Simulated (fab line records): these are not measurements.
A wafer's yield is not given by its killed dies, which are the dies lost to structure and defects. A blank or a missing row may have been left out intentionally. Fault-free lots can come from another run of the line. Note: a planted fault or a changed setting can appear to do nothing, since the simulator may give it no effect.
Which of the tools did it? ; flow nand-harc ; 39 wafers from 13 lots sampled at 5 of the route's 1159 steps

WHAT THE GAUGES SHOWED, per wafer
NHARC_END_SORT_01. Usual: killed-at-array 26, standard deviation 10; killed-at-other 0.8, standard deviation 1.1; killed-at-periphery 3.3, standard deviation 2.6; killed-dies 30, standard deviation 11; killed-open 3.4, standard deviation 1.8; killed-short 2.0, standard deviation 1.3.
lot;measured;on;killed-at-array;killed-at-other;killed-at-periphery;killed-dies;killed-open;killed-short;flag
L502;day 22 10:38;prober-01;675 675 675;1 0 0;1 2 2;677 677 677;6 3 3;3 2 3;OFF
L504;day 22 11:29;prober-02;676 675 672;0 0 1;1 2 4;677 677 677;4 4 4;1 2 2;OFF
L506;day 23 01:52;prober-01;671 670 675;2 2 0;4 5 2;677 677 677;3 6 4;3 2 3;OFF

EACH LOT AND THE TOOL THAT RAN IT (in order: tool; ch and the chambers of the sampled wafers; start)
lot;NHARC_A_CONTACT_ETCH_112;NHARC_A_CONTACT_ETCH_114;NHARC_A_CONTACT_ETCH_118;NHARC_A_CONTACT_ETCH_119
L491;har-cap-etch-02 ch 0,1, day 16 11:53;har-cap-etch-02 ch 0,1, day 16 12:04;har-cap-etch-02 ch 0,1, day 16 12:26;har-cap-etch-02 ch 0,1, day 16 12:32
L494;har-cap-etch-03 ch 0,1, day 16 22:29;har-cap-etch-03 ch 0,1, day 16 22:43;har-cap-etch-03 ch 0,1, day 16 23:12;har-cap-etch-03 ch 0,1, day 16 23:19
L495;har-cap-etch-03 ch 1, day 17 12:26;har-cap-etch-03 ch 1, day 17 12:37;har-cap-etch-03 ch 1, day 17 12:59;har-cap-etch-03 ch 1, day 17 13:05
L497;har-cap-etch-03 ch 0,1, day 18 03:30;har-cap-etch-03 ch 0,1, day 18 03:41;har-cap-etch-03 ch 0,1, day 18 04:03;har-cap-etch-03 ch 0,1, day 18 04:08
L498;har-cap-etch-02 ch 0,1, day 18 05:41;har-cap-etch-02 ch 0,1, day 18 05:52;har-cap-etch-02 ch 0,1, day 18 06:14;har-cap-etch-02 ch 0,1, day 18 06:19
L496;har-cap-etch-01 ch 0,1, day 18 20:08;har-cap-etch-01 ch 0,1, day 18 20:23;har-cap-etch-01 ch 0,1, day 18 20:52;har-cap-etch-01 ch 0,1, day 18 20:59
L502;har-cap-etch-03 ch 0,1, day 19 11:37;har-cap-etch-03 ch 0,1, day 19 11:47;har-cap-etch-03 ch 0,1, day 19 12:09;har-cap-etch-03 ch 0,1, day 19 12:14
L504;har-cap-etch-01 ch 0,1, day 19 12:44;har-cap-etch-01 ch 0,1, day 19 12:55;har-cap-etch-01 ch 0,1, day 19 13:17;har-cap-etch-01 ch 0,1, day 19 13:22
L506;har-cap-etch-02 ch 0,1, day 20 02:56;har-cap-etch-02 ch 0,1, day 20 03:07;har-cap-etch-02 ch 0,1, day 20 03:29;har-cap-etch-02 ch 0,1, day 20 03:34
L510;har-cap-etch-02 ch 0,1, day 20 15:45;har-cap-etch-02 ch 0,1, day 20 15:56;har-cap-etch-02 ch 0,1, day 20 16:17;har-cap-etch-02 ch 0,1, day 20 16:23
L512;har-cap-etch-01 ch 0,1, day 21 00:33;har-cap-etch-01 ch 0,1, day 21 00:44;har-cap-etch-01 ch 0,1, day 21 01:05;har-cap-etch-01 ch 0,1, day 21 01:11
L511;har-cap-etch-03 ch 0,1, day 21 01:45;har-cap-etch-03 ch 0,1, day 21 01:56;har-cap-etch-03 ch 0,1, day 21 02:18;har-cap-etch-03 ch 0,1, day 21 02:24
L513;har-cap-etch-01 ch 0,1, day 21 18:12;har-cap-etch-01 ch 0,1, day 21 18:23;har-cap-etch-01 ch 0,1, day 21 18:45;har-cap-etch-01 ch 0,1, day 21 18:50
- NHARC_A_CONTACT_ETCH_112: etches the open film in C4F8/O2/Ar, time 94 s, target depth 922 nm.
- NHARC_A_CONTACT_ETCH_114: etches the open film in C4F8/O2/Ar, time 94 s, target depth 922 nm.
- NHARC_A_CONTACT_ETCH_118: etches the open film in C4F8/O2/Ar, time 94 s, target depth 922 nm.
- NHARC_A_CONTACT_ETCH_119: etches the open film in C4F8/O2/Ar, time 94 s, target depth 922 nm.

AS READ BY THE TOOLS THEMSELVES (means over the sampled wafers that have a number; for cases with no such wafer, the mark the record gives instead)
NHARC_A_CONTACT_ETCH_112. Usual: chamber-pressure-mTorr 19.998 mTorr, standard deviation 0.017; oes-air-line-au 1.004 a.u., standard deviation 0.021.
lot;tool;chamber-pressure-mTorr (mTorr);oes-air-line-au (a.u.);flag
L491;har-cap-etch-02;19.995;0.995;
L494;har-cap-etch-03;20.009;1.002;
L495;har-cap-etch-03;20.006;0.984;
L497;har-cap-etch-03;20.004;1.012;
L498;har-cap-etch-02;19.991;0.998;
L496;har-cap-etch-01;20.011;1.021;
L502;har-cap-etch-03;19.996;0.998;
L504;har-cap-etch-01;20.006;1.007;
L506;har-cap-etch-02;20.019;0.981;
L510;har-cap-etch-02;19.988;0.980;
L512;har-cap-etch-01;19.983;1.019;
L511;har-cap-etch-03;19.995;0.991;
L513;har-cap-etch-01;20.007;1.016;

NHARC_A_CONTACT_ETCH_114. Usual: chamber-pressure-mTorr 19.998 mTorr, standard deviation 0.019; oes-air-line-au 1.000 a.u., standard deviation 0.02.
lot;tool;chamber-pressure-mTorr (mTorr);oes-air-line-au (a.u.);flag
L491;har-cap-etch-02;19.993;1.013;
L494;har-cap-etch-03;19.995;0.994;
L495;har-cap-etch-03;19.990;1.005;
L497;har-cap-etch-03;20.005;1.013;
L498;har-cap-etch-02;19.994;1.033;
L496;har-cap-etch-01;19.989;1.009;
L502;har-cap-etch-03;20.025;0.997;
L504;har-cap-etch-01;20.001;0.992;
L506;har-cap-etch-02;19.986;0.999;
L510;har-cap-etch-02;20.010;0.997;
L512;har-cap-etch-01;19.986;1.005;
L511;har-cap-etch-03;19.997;1.006;
L513;har-cap-etch-01;20.010;0.979;

NHARC_A_CONTACT_ETCH_118. Usual: chamber-pressure-mTorr 20.003 mTorr, standard deviation 0.018; oes-air-line-au 0.999 a.u., standard deviation 0.019.
lot;tool;chamber-pressure-mTorr (mTorr);oes-air-line-au (a.u.);flag
L491;har-cap-etch-02;19.991;0.992;
L494;har-cap-etch-03;20.013;1.001;
L495;har-cap-etch-03;20.001;1.000;
L497;har-cap-etch-03;20.003;0.994;
L498;har-cap-etch-02;19.994;1.008;
L496;har-cap-etch-01;19.988;1.008;
L502;har-cap-etch-03;20.015;0.972;
L504;har-cap-etch-01;19.999;1.003;
L506;har-cap-etch-02;20.001;0.990;
L510;har-cap-etch-02;20.000;0.989;
L512;har-cap-etch-01;20.009;1.014;
L511;har-cap-etch-03;19.996;1.011;
L513;har-cap-etch-01;20.009;0.999;

NHARC_A_CONTACT_ETCH_119. Usual: chamber-pressure-mTorr 20.001 mTorr, standard deviation 0.018; oes-air-line-au 1.000 a.u., standard deviation 0.021.
lot;tool;chamber-pressure-mTorr (mTorr);oes-air-line-au (a.u.);flag
L491;har-cap-etch-02;19.999;0.976;
L494;har-cap-etch-03;20.020;1.023;
L495;har-cap-etch-03;19.994;0.996;
L497;har-cap-etch-03;20.010;0.975;
L498;har-cap-etch-02;20.014;1.021;
L496;har-cap-etch-01;19.983;0.981;
L502;har-cap-etch-03;-;-;OFF
L504;har-cap-etch-01;-;-;OFF
L506;har-cap-etch-02;-;-;OFF
L510;har-cap-etch-02;20.001;1.005;
L512;har-cap-etch-01;19.999;0.991;
L511;har-cap-etch-03;19.999;1.003;
L513;har-cap-etch-01;19.998;1.004;

THE ANSWER, worked out from the rows above alone
Rule: lot off if the mean of its wafers having a number is beyond 3 standard deviations from the usual mean. A lot without any number at a reading at which 4 lots or more have one is off too. Where the step has rows for the other lots, those lots are counted as sound. The gauges are gone through in route order, then the tools' own readings, and for those a lot's mean is taken as printed above. At the first step where some lot is off, the reading lying furthest off is the one used; lots without a number count as furthest.
Off, at NHARC_END_SORT_01 on killed-at-array: L502, L504, L506. Neither off nor sound, because the step has no rows for them: L491, L494, L495, L497, L498, L496, L510, L512, L511, L513.
A tool fits if, at a process step before that reading, it ran every lot that is off, and no sound lot after the first of them. The gauges at NHARC_END_SORT_01 aren't tried: what is off there is off at NHARC_A_CONTACT_ETCH_119 too, on other tools, and a gauge's error can't cause that. No candidate that was tried fits.

WHAT THE SIMULATOR HAD PUT IN
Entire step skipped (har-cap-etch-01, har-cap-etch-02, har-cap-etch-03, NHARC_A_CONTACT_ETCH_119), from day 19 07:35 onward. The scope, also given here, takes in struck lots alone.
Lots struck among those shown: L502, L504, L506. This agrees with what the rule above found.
